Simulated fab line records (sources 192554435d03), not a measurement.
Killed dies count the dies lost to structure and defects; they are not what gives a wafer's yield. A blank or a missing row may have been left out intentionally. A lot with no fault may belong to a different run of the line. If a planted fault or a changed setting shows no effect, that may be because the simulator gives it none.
fab line records    flow n5Finfet
record: lots: 7  wafers: 21  lastDay: 18
route steps=1938 shown BEOL_M13@1710 BEOL_M14@1716
lots that met no fault: from a run of the same line without faults
startH: hours from the record's first day to the start of the lot's first wafer shown    waitH: hours from the lot's prior step to this one    " unchanged from the row above    L1.1+2: several wafers, shown together as one row    - no value, or no start was given    * or withheld: withheld    < > ~ a bound
route shown NAME@n: a module of which the file shows steps, and the number in the route of the first    usual: mean/standard deviation taken from wafers without a fault    same: alike in all rows    chamber/n: place in a boat    sites: per-site readings    _std_site: their standard deviation    _edge_site: outer sites' mean less inner sites'    radiusMm: for every site, how far away it sits from the centre of the wafer    mask NAME#n: copy n    behind: the tool/chamber that last shaped the wafer    hold: the reason the lot was held/the length of the hold in hours/how it ended    device: the transistor (n, p or np) that didn't switch    end of line: the tests these same wafers got at the end of their route    for a step that has no rows: nothing shown but its recipe    killed: not the wafer's yield, but the dies lost to structure and defects at the first sort    map: a wafer's dies, x killed, . not, _ none there
set.NAME: the setting that was run; set.NAME@STEP: the one run at that earlier step    model.NAME: the simulator's own value behind a step, which no gauge read
lots at some steps of the route; a table a step, a row a wafer
services: a tool's chamber out of use, with start hour (startH, from the record's first day; less than 0 if before it), hours out, and reason
== steps ==
step: N5_BEOL_M13_CMP_49
recipe: stopOn: SiOC  tOverpolishS: 17.1  downForcePsi: 1  platenRpm: 50  clearingPlatenDownForcePsi: 1.5  clearingPlatenRpm: 50  postCmpClean: cuAlkaline  targetThkNm: 420  clearingPlatenPadVelocityMS: 0.99484  padVelocityMS: 0.99484
usual: barrierFieldEndpointS: 30.2/0.87  edgeZonePressureFrac: 1.000/0.0048  motorCurrentA: 6.0/0.49  overpolishRunS: 17.101/0.0091  padLifeWafers: 1050/550
lot.wafer  tool    chamber  startH  waitH  barrierFieldEndpointS  edgeZonePressureFrac  motorCurrentA  overpolishRunS  padLifeWafers
L878.1     cmp-02  1        252.98  0.5    30.6                   1.009                 5.4            17.107          672
L878.4     "       0        "       "      30.0                   1.000                 5.9            17.100          675
L878.5     "       1        "       "      30.2                   1.008                 5.5            17.104          -
L881.1     cmp-01  1        254.01  0.3    29.8                   0.994                 5.6            17.101          397
L881.4     "       2        "       "      28.8                   1.002                 6.3            17.107          398
L881.5     "       1        "       "      29.0                   0.990                 5.3            17.105          -
L893.3     cmp-02  1        353.52  0.2    30.3                   1.005                 5.2            17.088          1369
L893.1     "       3        "       "      30.8                   0.993                 6.1            17.095          1371
L893.6     "       0        "       "      30.3                   1.002                 6.1            17.106          -
L895.1     cmp-01  3        354.10  0.3    29.3                   0.996                 6.7            17.124          1176
L895.2     "       0        "       "      30.3                   1.006                 6.6            17.109          1177
L895.4     "       2        "       "      29.9                   1.000                 6.3            17.097          1179
L894.4     cmp-02  0        357.04  0.1    29.7                   1.001                 5.9            17.105          1398
L894.2     "       2        "       "      29.5                   0.998                 6.0            17.103          1400
L894.6     "       0        "       "      29.7                   0.993                 5.9            17.115          -
L898.1     cmp-01  0        393.13  0.3    31.3                   0.998                 6.5            17.114          1488
L898.2     "       1        "       "      32.5                   1.002                 5.1            17.101          1489
L898.4     "       3        "       "      32.1                   1.007                 6.3            17.108          1491
L901.4     cmp-02  1        395.50  0.2    30.1                   0.994                 5.2            17.100          1717
L901.2     "       3        "       "      29.8                   1.005                 6.4            17.111          1719
L901.5     "       1        "       "      29.1                   0.994                 5.1            17.100          -
step: N5_BEOL_M13_THK_MEAS_50
recipe: thkMeasGauge: xrf  reads: Cu_of_BEOL_M13_ECD_47
usual: M13_THK: 431/8.3
lot.wafer  tool          chamber  startH  waitH  M13_THK[nm]
L878.1     filmMetro-01  -        253.27  -      415
L878.4     "             -        "       "      419
L878.5     "             -        "       "      420
L881.1     filmMetro-02  -        254.26  -      440
L881.4     "             -        "       "      429
L881.5     "             -        "       "      433
L893.1     filmMetro-02  -        353.77  -      439
L893.3     "             -        "       "      446
L893.6     "             -        "       "      440
L895.1     filmMetro-01  -        354.40  -      432
L895.2     "             -        "       "      424
L895.4     "             -        "       "      414
L894.2     filmMetro-01  -        357.34  -      440
L894.4     "             -        "       "      443
L894.6     "             -        "       "      444
L898.1     filmMetro-02  -        393.42  -      434
L898.2     "             -        "       "      437
L898.4     "             -        "       "      432
L901.2     filmMetro-01  -        395.76  -      426
L901.4     "             -        "       "      445
L901.5     "             -        "       "      442
step: N5_BEOL_M13_PRE_CLEAN_52
recipe: gas: NH3  timeS: 15  tempC: withheld  rfPowerW: 300
step: N5_BEOL_M13_DEP_53
recipe: material: SiCN  targetThkA: 500  tempC: withheld  precursor: 3MS/NH3  pressureTorr: 3  rfW: 675  timeS: 17.8
usual: chamberPressureTorr: 3.000/0.0061  showerheadPlenumPTorr: 4.157/0.017  throttleValvePct: 18.2/0.88
lot.wafer  tool      chamber  startH  waitH  chamberPressureTorr  showerheadPlenumPTorr  throttleValvePct
L878.1     pecvd-01  2        253.35  0.0    3.003                4.145                  17.9
L878.4     "         0        "       "      3.007                4.141                  18.2
L878.5     "         2        "       "      3.001                4.155                  18.0
L881.1     pecvd-04  0        254.32  0.0    2.994                4.164                  19.0
L881.4     "         1        "       "      3.020                4.127                  18.3
L881.5     "         2        "       "      2.999                4.175                  16.4
L893.1     pecvd-02  2        353.83  0.0    3.001                4.167                  17.6
L893.3     "         1        "       "      2.992                4.190                  18.9
L893.6     "         0        "       "      2.998                4.141                  19.6
L895.1     pecvd-01  2        354.46  0.0    2.998                4.153                  18.7
L895.2     "         1        "       "      3.004                4.168                  17.2
L895.4     "         2        "       "      2.998                4.146                  18.4
L894.2     pecvd-01  1        357.40  0.0    3.004                4.176                  17.5
L894.4     "         0        "       "      3.002                4.153                  17.9
L894.6     "         2        "       "      2.998                4.127                  18.5
L898.1     pecvd-02  1        393.49  0.0    3.001                4.180                  18.7
L898.2     "         0        "       "      2.997                4.143                  19.6
L898.4     "         1        "       "      2.995                4.183                  18.5
L901.2     pecvd-01  2        395.82  0.0    3.005                4.152                  18.3
L901.4     "         2        "       "      3.008                4.148                  18.3
L901.5     "         1        "       "      3.003                4.181                  17.1
step: N5_BEOL_M13_RS_MEAS_54
recipe: thkMeasGauge: four-point-probe  reads: Cu_of_BEOL_M13_ECD_47+Ta_of_BEOL_M13_SPUTTER_44+TaN_of_BEOL_M13_SPUTTER_43
usual: M13_RS: 0.0447/0.00086
lot.wafer  tool          chamber  startH  waitH  M13_RS[ohm/sq]
L878.1     filmMetro-01  -        253.43  0.1    0.0461
L878.4     "             -        "       "      0.0458
L878.5     "             -        "       "      0.0455
L881.1     filmMetro-02  -        254.39  0.0    0.0438
L881.4     "             -        "       "      0.0450
L881.5     "             -        "       "      0.0442
L893.1     filmMetro-01  -        353.90  0.0    0.0438
L893.3     "             -        "       "      0.0431
L893.6     "             -        "       "      0.0437
L895.1     filmMetro-02  -        354.53  0.0    0.0444
L895.2     "             -        "       "      0.0450
L895.4     "             -        "       "      0.0465
L894.2     filmMetro-01  -        357.47  0.1    0.0436
L894.4     "             -        "       "      0.0435
L894.6     "             -        "       "      0.0437
L898.1     filmMetro-02  -        393.55  0.0    0.0441
L898.2     "             -        "       "      0.0438
L898.4     "             -        "       "      0.0442
L901.2     filmMetro-02  -        395.89  0.1    0.0453
L901.4     "             -        "       "      0.0437
L901.5     "             -        "       "      0.0437
step: N5_BEOL_M13_INSPECT_55
recipe: inspectInstrument: darkfield  mode: postDep
usual: rawDefectCount: 74/23
lot.wafer  tool              chamber  startH  waitH  rawDefectCount
L878.1     defectInspect-01  -        253.46  0.0    75
L878.4     "                 -        "       "      109
L878.5     "                 -        "       "      87
L881.1     defectInspect-02  -        254.42  0.0    76
L881.4     "                 -        "       "      49
L881.5     "                 -        "       "      53
L893.1     defectInspect-01  -        353.93  0.0    143
L893.3     "                 -        "       "      104
L893.6     "                 -        "       "      102
L895.1     defectInspect-01  -        354.55  0.0    85
L895.2     "                 -        "       "      70
L895.4     "                 -        "       "      69
L894.2     defectInspect-01  -        357.49  0.0    68
L894.4     "                 -        "       "      58
L894.6     "                 -        "       "      43
L898.1     defectInspect-02  -        393.58  0.0    46
L898.2     "                 -        "       "      68
L898.4     "                 -        "       "      69
L901.2     defectInspect-02  -        395.91  0.0    83
L901.4     "                 -        "       "      68
L901.5     "                 -        "       "      68
step: N5_BEOL_M14_ILD_DEP_00
recipe: material: SiO2  targetThkA: 11193  tempC: 400  precursor: TEOS/O2  pressureTorr: 6.5  rfW: 900  teosFlowSccm: 161.4  gas: O2  flowSccm: 2650  timeS: 237.4
usual: chamberPressureTorr: 6.500/0.014  heaterPowerW: 530/83  showerheadPlenumPTorr: 8.333/0.03  throttleValvePct: 18.5/0.84
lot.wafer  tool      chamber  startH  waitH  chamberPressureTorr  heaterPowerW  showerheadPlenumPTorr  throttleValvePct
L878.1     pecvd-03  1        253.49  0.0    6.508                607           8.297                  18.6
L878.4     "         2        "       "      6.482                518           8.326                  17.6
L878.5     "         1        "       "      6.512                480           8.300                  18.8
L881.1     pecvd-04  1        254.45  0.0    6.513                501           8.291                  18.8
L881.4     "         2        "       "      6.543                345           8.367                  17.2
L881.5     "         0        "       "      6.515                647           8.358                  19.8
L893.1     pecvd-03  2        353.96  0.0    6.479                514           8.375                  17.4
L893.3     "         1        "       "      6.505                586           8.290                  18.7
L893.6     "         1        "       "      6.485                638           8.322                  18.8
L895.1     pecvd-04  0        354.59  0.0    6.508                664           8.339                  20.2
L895.2     "         1        "       "      6.488                543           8.302                  18.8
L895.4     "         2        "       "      6.491                449           8.384                  17.1
L894.2     pecvd-01  2        357.53  0.0    6.486                663           8.336                  19.0
L894.4     "         2        "       "      6.494                516           8.330                  19.3
L894.6     "         0        "       "      6.483                540           8.310                  18.8
L898.1     pecvd-03  2        393.62  0.0    6.494                520           8.343                  17.7
L898.2     "         0        "       "      6.506                631           8.332                  18.2
L898.4     "         1        "       "      6.500                469           8.297                  18.7
L901.2     pecvd-04  2        395.95  0.0    6.501                393           8.379                  17.1
L901.4     "         0        "       "      6.512                635           8.344                  19.6
L901.5     "         2        "       "      6.504                454           8.374                  17.2
step: N5_BEOL_M14_THK_MEAS_01
recipe: reads: SiO2_of_BEOL_M14_ILD_DEP_00
usual: M14_ILD_THK: 1109/14
lot.wafer  tool          chamber  startH  waitH  M14_ILD_THK[nm]
L878.1     filmMetro-02  -        253.68  0.1    1097
L878.4     "             -        "       "      1108
L878.5     "             -        "       "      1109
L881.1     filmMetro-01  -        254.64  0.1    1109
L881.4     "             -        "       "      1115
L881.5     "             -        "       "      1117
L893.1     filmMetro-02  -        354.15  0.1    1086
L893.3     "             -        "       "      1102
L893.6     "             -        "       "      1129
L895.1     filmMetro-02  -        354.78  0.1    1109
L895.2     "             -        "       "      1104
L895.4     "             -        "       "      1094
L894.2     filmMetro-01  -        357.72  0.1    1107
L894.4     "             -        "       "      1122
L894.6     "             -        "       "      1107
L898.1     filmMetro-02  -        393.81  0.1    1084
L898.2     "             -        "       "      1090
L898.4     "             -        "       "      1115
L901.2     filmMetro-02  -        396.14  0.1    1109
L901.4     "             -        "       "      1116
L901.5     "             -        "       "      1112
step: N5_BEOL_M14_COAT_58
recipe: resist: BARC  tempC: 205  timeS: 60  spinRpm: 1500  resistThkNm: 89
step: N5_BEOL_M14_COAT_04
recipe: spinRpm: 1704  resistThkNm: 800
step: N5_BEOL_M14_EBR_06
recipe: solvent: PGMEA  ebrWidthMm: 1.5
step: N5_BEOL_M14_SOFTBAKE_05
recipe: tempC: 130  timeS: 60
step: N5_BEOL_M14_EXPOSE_07
recipe: maskId: V13  na: 0.8  sourceShape: annular  sigmaInner: 0.5  sigmaOuter: 0.8  polarization: unpolarized  attpsmPhaseDeg: 180  doseMj: 57
same: na: 0.8
lot.wafer   tool           chamber  startH  waitH  mask   model.BEOL_M14.overlayXNm
L878.1+4+5  krfScanner-02  0        253.94  -      V13#0  -0.4
L881.1+4+5  krfScanner-01  0        254.90  -      V13#0  3
L893.1+3+6  krfScanner-02  0        354.28  -      V13#0  46.4
L895.1+2+4  krfScanner-02  0        354.91  -      V13#0  46.8
L894.2+4+6  krfScanner-02  0        357.86  -      V13#0  45.6
L898.1+2+4  krfScanner-01  0        394.06  -      V13#0  -1.4
L901.2+4+5  krfScanner-01  0        396.28  -      V13#0  -2.6
step: N5_BEOL_M14_PEB_08
recipe: pebTempC: 130  pebTimeS: 90
step: N5_BEOL_M14_DEVELOP_09
recipe: developTimeS: 45  rinseLiquid: diw  dry: airSpin  devTempC: 21
step: N5_BEOL_M14_HARDBAKE_14
recipe: tempC: 130  timeS: 120
step: N5_BEOL_M14_CD_MEAS_10
recipe: targetCdNm: 250  landingEnergyEv: 500  detector: seInlens  polarity: opening
usual: cdNm: 249.5/1.4
same: landingEnergyEv: 500
lot.wafer  tool      chamber  startH  waitH  cdNm
L878.1     cdSem-03  0        254.11  -      251.6
L878.4     "         0        "       "      249.2
L878.5     "         0        "       "      248.2
L881.1     cdSem-01  0        255.08  -      248.6
L881.4     "         0        "       "      250.1
L881.5     "         0        "       "      250.2
L893.1     cdSem-02  0        354.46  -      249.0
L893.3     "         0        "       "      250.9
L893.6     "         0        "       "      247.6
L895.1     cdSem-03  0        355.09  -      249.5
L895.2     "         0        "       "      250.2
L895.4     "         0        "       "      248.3
L894.2     cdSem-01  0        358.03  -      251.2
L894.4     "         0        "       "      252.0
L894.6     "         0        "       "      252.6
L898.1     cdSem-01  0        394.24  -      250.3
L898.2     "         0        "       "      249.6
L898.4     "         0        "       "      250.9
L901.2     cdSem-03  0        396.45  -      252.6
L901.4     "         0        "       "      251.8
L901.5     "         0        "       "      249.2
step: N5_BEOL_M14_OVL_MEAS_11
recipe: pointsPerWafer: 44
usual: V13_OVL: -2/5.2
lot.wafer  tool        chamber  startH  waitH  V13_OVL[nm]
L878.1     overlay-02  0        254.15  0.0    -4
L878.4     "           0        "       "      -3
L878.5     "           0        "       "      -1
L881.1     overlay-01  0        255.11  0.0    10
L881.4     "           0        "       "      1
L881.5     "           0        "       "      4
L893.1     overlay-02  0        354.49  0.0    46
L893.3     "           0        "       "      40
L893.6     "           0        "       "      48
L895.1     overlay-02  0        355.12  0.0    46
L895.2     "           0        "       "      51
L895.4     "           0        "       "      44
L894.2     overlay-02  0        358.06  0.0    36
L894.4     "           0        "       "      44
L894.6     "           0        "       "      44
L898.1     overlay-02  0        394.27  0.0    -1
L898.2     "           0        "       "      -9
L898.4     "           0        "       "      -8
L901.2     overlay-01  0        396.48  0.0    -8
L901.4     "           0        "       "      -3
L901.5     "           0        "       "      -7
step: N5_BEOL_M14_INSPECT_12
recipe: mode: adi  inspectInstrument: macro
usual: rawDefectCount: 2.1/1.5
lot.wafer  tool              chamber  startH  waitH  rawDefectCount
L878.1     defectInspect-01  -        254.17  0.0    4
L878.4     "                 -        "       "      2
L878.5     "                 -        "       "      1
L881.1     defectInspect-01  -        255.13  0.0    3
L881.4     "                 -        "       "      1
L881.5     "                 -        "       "      6
L893.1     defectInspect-01  -        354.52  0.0    1
L893.3     "                 -        "       "      0
L893.6     "                 -        "       "      2
L895.1     defectInspect-01  -        355.14  0.0    1
L895.2     "                 -        "       "      3
L895.4     "                 -        "       "      1
L894.2     defectInspect-01  -        358.08  0.0    4
L894.4     "                 -        "       "      2
L894.6     "                 -        "       "      3
L898.1     defectInspect-02  -        394.29  0.0    3
L898.2     "                 -        "       "      3
L898.4     "                 -        "       "      2
L901.2     defectInspect-02  -        396.50  0.0    3
L901.4     "                 -        "       "      3
L901.5     "                 -        "       "      0
== services ==
tool           chamber  startH  hours  kind
cmp-02         -        231.85  0.3    repair
pecvd-02       2        233.53  18.2   repair
pecvd-04       2        233.59  5.8    repair
cmp-01         -        239.72  3.3    repair
pecvd-01       1        243.29  17.6   repair
pecvd-01       -        245.94  0.7    repair
cmp-01         -        258.12  0.5    repair
pecvd-04       -        265.39  0.2    repair
cmp-02         -        265.59  3.7    pm
pecvd-01       -        268.67  0.6    repair
krfScanner-02  -        269.94  0.8    pm
krfScanner-01  -        271.68  1.3    pm
pecvd-04       -        284.97  2.8    pm
krfScanner-02  -        286.72  1.3    pm
cmp-01         -        313.93  3.7    pm
krfScanner-02  -        318.40  1.0    pm
krfScanner-01  -        329.55  0.8    pm
pecvd-03       1        339.16  4.0    repair
cmp-02         -        342.95  1.5    repair
krfScanner-01  -        346.34  1.0    pm
krfScanner-01  -        354.82  3.0    pm
cmp-01         -        372.70  2.4    repair
krfScanner-01  -        375.20  4.0    pm
krfScanner-01  -        384.02  4.5    repair
== key ==
firstSign: step: N5_BEOL_M14_OVL_MEAS_11  reading: V13_OVL  direction: up  sigmas: 9.1  usual: -2  struck: 44
effect none on later readings
modelEffect: step: N5_BEOL_M14_EXPOSE_07  value: BEOL_M14.overlayXNm  without: -0.4  struck: 46.27
metAt N5_BEOL_M14_EXPOSE_07
struckWafers L893.1,L893.3,L893.6,L894.2,L894.4,L894.6,L895.1,L895.2,L895.4
onsetBetween 253.94 354.28
fault: kind: scannerMatchingOverlay  tool: krfScanner-02  chamber: -  onsetH: 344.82  steps: N5_BEOL_M14_EXPOSE_07  offset: 46.675
